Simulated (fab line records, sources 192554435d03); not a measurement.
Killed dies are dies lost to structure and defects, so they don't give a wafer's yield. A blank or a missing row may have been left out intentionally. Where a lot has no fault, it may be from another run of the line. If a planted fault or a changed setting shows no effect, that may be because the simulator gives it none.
fab line records	flow n5_finfet
[record] lots = 10	wafers = 27	last_day = 18
route steps=1938 shown BEOL_M4@1111 BEOL_M7@1299 PASSIVATION@1936
lots untouched by any fault: they come from a run of this same line in which no faults occurred
start_h: hours from the record's opening day to when the first of the lot's shown wafers began	wait_h: hours from the lot's prior step to this one	" as in the row above	L1.1+2: a single row standing in for several wafers	- value missing, or start not given	* or withheld: withheld	< > ~ a bound
route shown NAME@n: a module of which the file shows steps, and the number in the route of the first	usual: mean/standard deviation taken from wafers without a fault	same: alike in all rows	chamber/n: place in a boat	sites: readings site by site	_std_site: standard deviation across them	_edge_site: inner sites' mean taken away from outer sites' mean	radius_mm: how far each site lies from the wafer's centre	mask NAME#n: copy n	behind: the last tool/chamber to shape the wafer	hold: why the lot went on hold/how many hours it stayed there/how the hold came to an end	device: transistor that didn't switch, given as n, p or np	end of line: tests run on the same wafers once the route is complete	where a step has no rows: the recipe by itself	killed: dies that structure and defects cost at the first sort, which is not the same as the wafer's yield	map: per-die view of a wafer (x killed, . not killed, _ where there is no die)
set.NAME: the setting as run; set.NAME@STEP: as run at that earlier step	model.NAME: the simulator's own value behind a step, which no gauge read
the route's steps for a sample of lots (tables are steps, rows are wafers)
services: when a tool's chamber went out of use (start_h, in hours from the record's first day, below 0 if earlier), for how many hours, and the reason
[[steps]]
[step N5_BEOL_M4_RC_MEAS_101]
[usual] DIBL_N = 37.4/2.1	DIBL_P = 37.8/2.5	IOFF_N = 0.19/0.045	IOFF_P = 0.24/0.05	ION_N = 682/16	ION_P = 467/11	SS_N = 71.9/0.67	SS_P = 73.6/0.76	VT_N = 247/3.6	VT_P = -248/3.6
lot.wafer	tool	chamber	start_h	wait_h	DIBL_N[mV/V]	DIBL_P[mV/V]	IOFF_N[nA/um]	IOFF_P[nA/um]	ION_N[uA/um]	ION_P[uA/um]	SS_N[mV/dec]	SS_P[mV/dec]	VT_N[mV]	VT_P[mV]
L441.1	prober-01	0	157.99	0.0	36.8	38.7	0.19	0.25	670	461	72.3	75.0	249	-249
L441.2	"	0	"	"	37.8	39.0	0.23	0.27	679	460	72.1	74.4	246	-247
L441.3	"	0	"	"	33.9	34.3	0.14	0.17	664	451	71.3	72.5	251	-252
L442.1	prober-02	0	164.85	0.0	38.1	39.5	0.21	0.28	690	475	71.5	73.1	244	-245
L442.4	"	0	"	"	38.6	39.0	0.22	0.29	698	479	71.9	73.1	243	-244
L442.6	"	0	"	"	36.7	37.9	0.19	0.28	696	477	71.7	72.5	241	-243
L444.5	prober-01	0	181.68	0.6	35.5	36.7	0.14	0.21	666	463	71.5	73.2	252	-252
L444.6	"	0	"	"	37.0	36.9	0.16	0.22	669	458	71.8	73.8	249	-249
L443.3	prober-02	0	185.35	0.3	35.1	34.3	0.15	0.19	694	475	71.3	72.7	249	-252
L443.4	"	0	"	"	37.9	36.8	0.19	0.22	690	465	72.0	73.8	244	-249
L443.5	"	0	"	"	36.0	33.6	0.14	0.18	650	447	72.1	73.1	253	-252
L446.1	prober-02	0	191.10	0.0	38.9	39.8	0.23	0.29	704	477	73.0	74.0	242	-244
L446.2	"	0	"	"	35.4	36.1	0.16	0.22	665	459	72.0	73.6	245	-246
L446.3	"	0	"	"	33.9	34.6	0.13	0.20	682	477	71.7	72.8	250	-250
L447.2	prober-02	0	212.62	0.2	36.2	37.4	0.16	0.22	689	470	71.4	73.9	247	-248
L447.5	"	0	"	"	35.6	36.6	0.16	0.21	695	473	72.0	73.1	249	-249
L454.2	prober-02	0	254.80	1.0	34.6	33.4	0.14	0.15	664	440	71.1	73.0	254	-256
L454.3	"	0	"	"	38.8	39.6	0.23	0.23	696	459	72.3	74.1	244	-251
L454.4	"	0	"	"	39.8	42.2	0.24	0.29	681	457	71.7	74.8	244	-248
L459.3	prober-02	0	284.98	0.3	39.4	38.5	0.20	0.23	665	451	71.8	73.0	249	-250
L459.4	"	0	"	"	41.2	40.6	0.23	0.26	698	469	72.2	73.4	246	-249
L462.1	prober-02	0	299.62	0.0	31.5	31.3	0.10	0.15	654	459	70.0	71.4	254	-254
L462.4	"	0	"	"	34.3	34.7	0.14	0.19	665	465	71.4	72.7	250	-248
L462.6	"	0	"	"	34.5	35.4	0.14	0.20	667	463	71.7	72.8	250	-251
L464.2	prober-02	0	330.09	0.2	32.9	33.6	0.11	0.19	677	477	70.8	72.6	253	-247
L464.5	"	0	"	"	37.6	38.6	0.20	0.29	699	483	72.1	74.1	245	-245
L464.6	"	0	"	"	31.9	32.6	0.10	0.18	665	468	71.5	72.6	257	-248
[step N5_BEOL_M7_DESCUM_33]
[recipe] chemistry = O2	time_s = 7	source_power_w = 50	bias_power_w = 20	pressure_mtorr = 20	rf_frequency_hz = 2.712e+07	temp_c = 40	resist = CAR-EUV	o2_flow_sccm = 225
[usual] drypump_motor_current_A = 5.8/0.35	oes_product_au = 0.81/0.088	rf_vpp_V = 242.8/1.7	showerhead_plenum_p_Torr = 2.07/0.088	throttle_valve_pct = 20.3/0.3
lot.wafer	tool	chamber	start_h	wait_h	drypump_motor_current_A	oes_product_au	rf_hours_counter_h	rf_vpp_V	showerhead_plenum_p_Torr	throttle_valve_pct
L441.1	rie_diel-06	1	185.95	0.2	6.2	0.90	28	243.6	2.05	20.5
L441.2	"	0	"	"	5.5	0.68	231	243.0	1.97	20.5
L441.3	"	3	"	"	6.0	0.77	127	241.5	2.03	20.5
L442.1	rie_diel-03	1	192.77	0.4	5.6	0.73	194	242.0	2.00	20.8
L442.4	"	3	"	"	5.5	0.69	-	241.0	1.97	20.2
L442.6	"	0	"	"	5.9	0.87	-	243.7	2.13	20.6
L444.5	rie_diel-03	1	206.49	0.0	5.6	0.72	-	240.6	1.99	20.8
L444.6	"	3	"	"	5.5	0.69	-	241.0	1.97	20.2
L443.3	rie_diel-03	1	209.04	0.0	5.6	0.73	200	241.9	1.99	20.8
L443.4	"	3	"	"	5.5	0.70	246	241.3	1.97	20.2
L443.5	"	0	"	"	5.8	0.86	-	243.3	2.13	20.6
L446.1	rie_diel-06	0	215.04	0.2	5.4	0.68	240	240.4	1.97	20.5
L446.2	"	1	"	"	6.2	0.88	37	241.5	2.05	20.5
L446.3	"	3	"	"	6.0	0.76	135	241.4	2.03	20.6
L447.2	rie_diel-04	2	235.58	0.0	6.1	0.95	8	244.9	2.13	20.3
L447.5	"	0	"	"	5.4	0.73	-	242.3	1.97	20.0
L454.2	rie_diel-03	1	282.55	0.0	5.6	0.71	220	240.6	1.99	20.8
L454.3	"	3	"	"	5.5	0.94	11	245.2	2.22	19.9
L454.4	"	0	"	"	5.9	0.83	69	244.4	2.12	20.6
L462.1	rie_diel-06	0	325.88	0.3	5.5	0.92	17	247.2	2.22	20.1
L462.4	"	1	"	"	6.2	0.85	72	243.6	2.03	20.6
L462.6	"	3	"	"	6.0	0.74	-	242.4	2.01	20.6
L459.3	rie_diel-06	3	334.93	0.1	6.0	0.73	174	242.3	2.01	20.6
L459.4	"	0	"	"	5.4	0.91	19	244.4	2.22	20.1
L464.2	rie_diel-03	1	358.64	0.3	5.6	0.69	246	241.3	1.98	20.9
L464.5	"	2	"	"	6.5	0.88	-	241.9	2.06	20.2
L464.6	"	1	"	"	5.6	0.69	-	241.6	1.98	20.8
[step N5_BEOL_M7_ETCH_66]
[recipe] chemistry = N2/H2	target = SOC	target_depth_a = 800	overetch_a = 160	mask_material = SiARC	temp_c = 40	time_s = 120	ion_energy_ev = 200	pressure_mtorr = 30	source_w = 840	bias_w = 150	n2_flow_sccm = 200	h2_flow_sccm = 200
[usual] drypump_motor_current_A = 5.8/0.34	oes_product_au = 0.62/0.064	rf_vpp_V = 523/3.2	run_length_s = 143.5/0.49	showerhead_plenum_p_Torr = 2.50/0.11	throttle_valve_pct = 17.7/0.31
lot.wafer	tool	chamber	start_h	wait_h	drypump_motor_current_A	oes_product_au	rf_hours_counter_h	rf_vpp_V	run_length_s	showerhead_plenum_p_Torr	throttle_valve_pct
L441.1	rie_diel-06	1	186.03	0.0	6.2	0.68	28	521	144.0	2.49	17.9
L441.2	"	0	"	"	5.5	0.53	231	521	143.2	2.39	17.9
L441.3	"	3	"	"	6.0	0.59	127	521	144.1	2.43	17.7
L442.1	rie_diel-03	1	192.85	0.0	5.6	0.56	194	520	143.7	2.41	18.1
L442.4	"	3	"	"	5.5	0.53	-	520	143.6	2.40	17.7
L442.6	"	0	"	"	5.9	0.66	-	526	142.8	2.58	18.0
L444.5	rie_diel-03	1	206.59	0.0	5.6	0.56	-	520	143.6	2.41	18.1
L444.6	"	3	"	"	5.5	0.53	-	519	143.7	2.40	17.7
L443.3	rie_diel-03	1	209.12	0.0	5.6	0.55	200	520	143.7	2.41	18.1
L443.4	"	3	"	"	5.5	0.53	246	520	143.7	2.40	17.7
L443.5	"	0	"	"	5.8	0.65	-	524	142.6	2.58	18.0
L446.1	rie_diel-06	0	215.12	0.0	5.5	0.53	240	519	143.2	2.39	17.9
L446.2	"	1	"	"	6.2	0.67	37	523	143.8	2.49	17.9
L446.3	"	3	"	"	6.0	0.58	135	522	144.0	2.43	17.7
L447.2	rie_diel-04	2	235.66	0.0	6.1	0.72	8	526	144.0	2.60	17.6
L447.5	"	0	"	"	5.4	0.56	-	520	143.8	2.41	17.6
L454.2	rie_diel-03	1	282.63	0.0	5.6	0.55	220	520	143.3	2.40	18.1
L454.3	"	3	"	"	5.5	0.71	11	528	143.4	2.71	17.3
L454.4	"	0	"	"	5.8	0.84	69	525	93.4	2.57	18.1
L462.1	rie_diel-06	0	325.96	0.0	5.5	0.69	17	528	143.4	2.69	17.5
L462.4	"	1	"	"	6.2	0.63	72	523	143.6	2.47	18.0
L462.6	"	3	"	"	6.0	0.55	-	521	144.4	2.41	17.8
L459.3	rie_diel-06	3	335.01	0.0	6.0	0.56	174	521	143.8	2.41	17.8
L459.4	"	0	"	"	5.5	0.69	19	529	143.1	2.69	17.5
L464.2	rie_diel-03	1	358.72	0.0	5.6	0.52	246	519	143.2	2.39	18.2
L464.5	"	2	"	"	6.5	0.67	-	523	144.1	2.46	17.2
L464.6	"	1	"	"	5.6	0.53	-	520	143.8	2.39	18.2
[step N5_BEOL_M7_OCD_MEAS_38]
[usual] trench_depth_nm = 93.6/1.6
lot.wafer	tool	chamber	start_h	wait_h	trench_depth_nm
L441.1	ocd-01	-	186.38	-	93.8
L441.2	"	-	"	"	92.7
L441.3	"	-	"	"	92.1
L442.1	ocd-01	-	193.20	-	94.7
L442.4	"	-	"	"	91.5
L442.6	"	-	"	"	95.1
L444.5	ocd-02	-	206.91	-	92.2
L444.6	"	-	"	"	91.7
L443.3	ocd-01	-	209.47	-	92.6
L443.4	"	-	"	"	91.1
L443.5	"	-	"	"	94.8
L446.1	ocd-02	-	215.47	-	93.0
L446.2	"	-	"	"	94.2
L446.3	"	-	"	"	93.1
L447.2	ocd-02	-	236.01	-	95.0
L447.5	"	-	"	"	93.1
L454.2	ocd-02	-	282.98	-	95.1
L454.3	"	-	"	"	93.9
L454.4	"	-	"	"	95.6
L462.1	ocd-02	-	326.31	-	95.4
L462.4	"	-	"	"	93.9
L462.6	"	-	"	"	94.0
L459.3	ocd-02	-	335.36	-	92.9
L459.4	"	-	"	"	96.0
L464.2	ocd-02	-	359.07	-	94.4
L464.5	"	-	"	"	94.9
L464.6	"	-	"	"	94.8
[step N5_BEOL_M7_CD_MEAS_35]
[recipe] target_cd_nm = 40	polarity = opening
[usual] cd_nm = 40.2/0.79
lot.wafer	tool	chamber	start_h	wait_h	cd_nm
L441.1	cd_sem-01	-	186.54	0.0	38.4
L441.2	"	-	"	"	39.9
L441.3	"	-	"	"	40.0
L442.1	cd_sem-02	-	193.35	0.0	40.1
L442.4	"	-	"	"	41.2
L442.6	"	-	"	"	41.2
L444.5	cd_sem-01	-	207.06	0.0	41.1
L444.6	"	-	"	"	39.8
L443.3	cd_sem-01	-	209.62	0.0	41.4
L443.4	"	-	"	"	40.1
L443.5	"	-	"	"	40.5
L446.1	cd_sem-02	-	215.62	0.0	39.6
L446.2	"	-	"	"	41.2
L446.3	"	-	"	"	40.8
L447.2	cd_sem-03	-	236.18	0.0	39.7
L447.5	"	-	"	"	40.5
L454.2	cd_sem-02	-	283.14	0.0	41.7
L454.3	"	-	"	"	40.2
L454.4	"	-	"	"	40.3
L462.1	cd_sem-03	-	326.46	0.0	40.3
L462.4	"	-	"	"	39.9
L462.6	"	-	"	"	40.3
L459.3	cd_sem-03	-	335.52	0.0	41.0
L459.4	"	-	"	"	39.1
L464.2	cd_sem-02	-	359.22	0.0	39.4
L464.5	"	-	"	"	39.1
L464.6	"	-	"	"	39.9
[step N5_PASSIVATION_PROBE_49]
[usual] defect_limited_yield = 90.9/1.6	killed_at_M0_to_M3 = 34/10	killed_at_M4_up = 13/5.4	killed_at_contacts = 13/6	killed_at_front_end = 42/13	killed_at_other = 4/3.2	killed_dies = 107/18	killed_on_rim = 14/4.2	killed_open = 69/14	killed_short = 35/7.7	sort_bin_4_leakage = 0.02/0.17	sort_bin_5_function = 5.3/1	sort_bin_6_memory = 3.3/0.75	sort_bin_8_speed = 0.00/0.015	sort_n_pass = 1073/19	sort_yield_pct = 90.9/1.6
[same] gross_dies = 1180	killed_at_back_side = 0
lot.wafer	tool	chamber	start_h	wait_h	defect_limited_yield[%]	killed_at_M0_to_M3	killed_at_M4_up	killed_at_contacts	killed_at_front_end	killed_at_other	killed_dies	killed_on_rim	killed_open	killed_short	sort_bin_4_leakage[%]	sort_bin_5_function[%]	sort_bin_6_memory[%]	sort_bin_8_speed[%]	sort_n_pass	sort_yield_pct[%]
L444.5	prober-02	-	280.29	0.2	89.8	45	12	13	48	2	120	19	79	31	0	6.1	3.1	0	1060	89.8
L444.6	prober-02	-	280.34	0.3	91.7	36	17	7	36	2	98	12	63	33	0	5.1	3.1	0	1082	91.7
L454.2	prober-01	-	357.46	0.1	89.2	39	10	23	49	6	127	15	88	31	0	6.0	4.2	0	1053	89.2
L454.3	prober-01	-	357.51	0.1	90.6	43	7	10	36	15	111	11	65	36	0	6.1	3.0	0	1069	90.6
L454.4	prober-01	-	357.56	0.2	85.0	60	58	7	48	4	177	34	85	41	0.08	10.6	4.3	0	1002	84.9
// killed by level:class
L444.5 MOL_CONTACT_COAG:geometric_particle:open=11 DUMMY_GATE:geometric_particle:open=10 BEOL_M0_SAQP:geometric_particle:open=8 BEOL_M0_SAQP:geometric_particle:short=8 BEOL_M1:geometric_particle:open=8 HKMG_FIN:area_etch=8 STI_FIN_REVEAL:geometric_particle:open=7 FIN_SAQP:geometric_particle:open=6
L444.6 BEOL_M1:geometric_particle:open=14 DUMMY_GATE:geometric_particle:open=9 BEOL_M0_SAQP:geometric_particle:short=9 BEOL_M4:geometric_particle:open=9 STI_FIN_REVEAL:geometric_particle:open=7 BEOL_M0_SAQP:geometric_particle:open=7 FIN_SAQP:geometric_particle:short=5 FIN_SAQP:geometric_particle:open=3
L454.2 MOL_CONTACT_COAG:geometric_particle:open=20 STI_FIN_REVEAL:geometric_particle:open=11 BEOL_M2:geometric_particle:open=9 BEOL_M0_SAQP:geometric_particle:open=9 BEOL_M3:geometric_particle:open=9 FIN_SAQP:geometric_particle:open=7 FIN_SAQP:geometric_particle:short=6 HKMG_FIN:area_etch=6
L454.3 BEOL_M2:geometric_particle:open=11 PASSIVATION:area_etch=10 FIN_SAQP:geometric_particle:open=9 BEOL_M0_SAQP:geometric_particle:short=9 MOL_CONTACT_COAG:geometric_particle:open=7 GATE_CUT:geometric_particle:short=5 BEOL_M0_SAQP:geometric_particle:open=5 BEOL_M1:geometric_particle:open=5
L454.4 BEOL_M7:area_etch=44 FIN_SAQP:geometric_particle:open=13 BEOL_M0_SAQP:geometric_particle:open=13 BEOL_M0_SAQP:geometric_particle:short=13 BEOL_M2:geometric_particle:open=11 STI_FIN_REVEAL:geometric_particle:open=9 BEOL_M1:geometric_particle:open=7 BEOL_M3:geometric_particle:open=7
[[services]]
tool	chamber	start_h	hours	kind
rie_diel-03	2	175.53	-	clean
rie_diel-03	2	175.53	-	consumable_replace:focus_ring
rie_diel-03	2	175.53	31.8	scheduled_down
rie_diel-03	2	175.53	31.8	vent_cycle
rie_diel-06	2	178.37	10.6	repair
rie_diel-06	-	201.59	2.8	pm
rie_diel-04	0	209.83	5.8	repair
rie_diel-06	2	213.54	-	clean
rie_diel-06	2	213.54	-	consumable_replace:focus_ring
rie_diel-06	2	213.54	13.1	scheduled_down
rie_diel-06	2	213.54	13.1	vent_cycle
rie_diel-03	3	233.72	-	clean
rie_diel-03	3	233.72	-	consumable_replace:focus_ring
rie_diel-03	3	233.72	-	consumable_replace:showerhead
rie_diel-03	3	233.72	11.9	scheduled_down
rie_diel-03	3	233.72	11.9	vent_cycle
rie_diel-06	0	242.41	-	clean
rie_diel-06	0	242.41	-	consumable_replace:focus_ring
rie_diel-06	0	242.41	-	consumable_replace:showerhead
rie_diel-04	0	250.43	17.9	repair
rie_diel-03	-	267.61	2.8	pm
rie_diel-03	3	285.89	4.9	repair
rie_diel-06	-	318.79	1.1	repair
rie_diel-04	0	341.79	8.0	repair
[[key]]
[first_sign] step = N5_BEOL_M7_ETCH_66	reading = run_length_s	direction = down	sigmas = 99+	usual = *	struck = *
[effect] step = N5_BEOL_M7_ETCH_66	reading = oes_product_au	direction = up	sigmas = 3.4	usual = 0.62	struck = 0.84
[effect] step = N5_PASSIVATION_PROBE_49	reading = killed_at_M4_up	direction = up	sigmas = 8.2	usual = 13	struck = 58
[more_kills_born_at] N5_BEOL_M7_ETCH_66@rie_diel-03 = 44
met_at N5_BEOL_M7_ETCH_66
struck_lots L454
struck_wafers L454.4
[baseline_loss] step = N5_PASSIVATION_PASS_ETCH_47	wafers = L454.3
not_acting_at N5_BEOL_M7_DESCUM_33,N5_BEOL_M7_OCD_MEAS_38,N5_BEOL_M7_CD_MEAS_35
onset_between 209.12 282.63
[fault] kind = process_parameter_drift	tool = rie_diel-03	chamber = 0	onset_h = 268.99	steps = N5_BEOL_M7_ETCH_66	channel = time_s	offset = *	shape = step	end_h = 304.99	acts_in = *	stated = *
// baseline_loss: these wafers lose ten dies or more at that step, a loss of the line's own and not of a fault; the sort's usual values leave them out
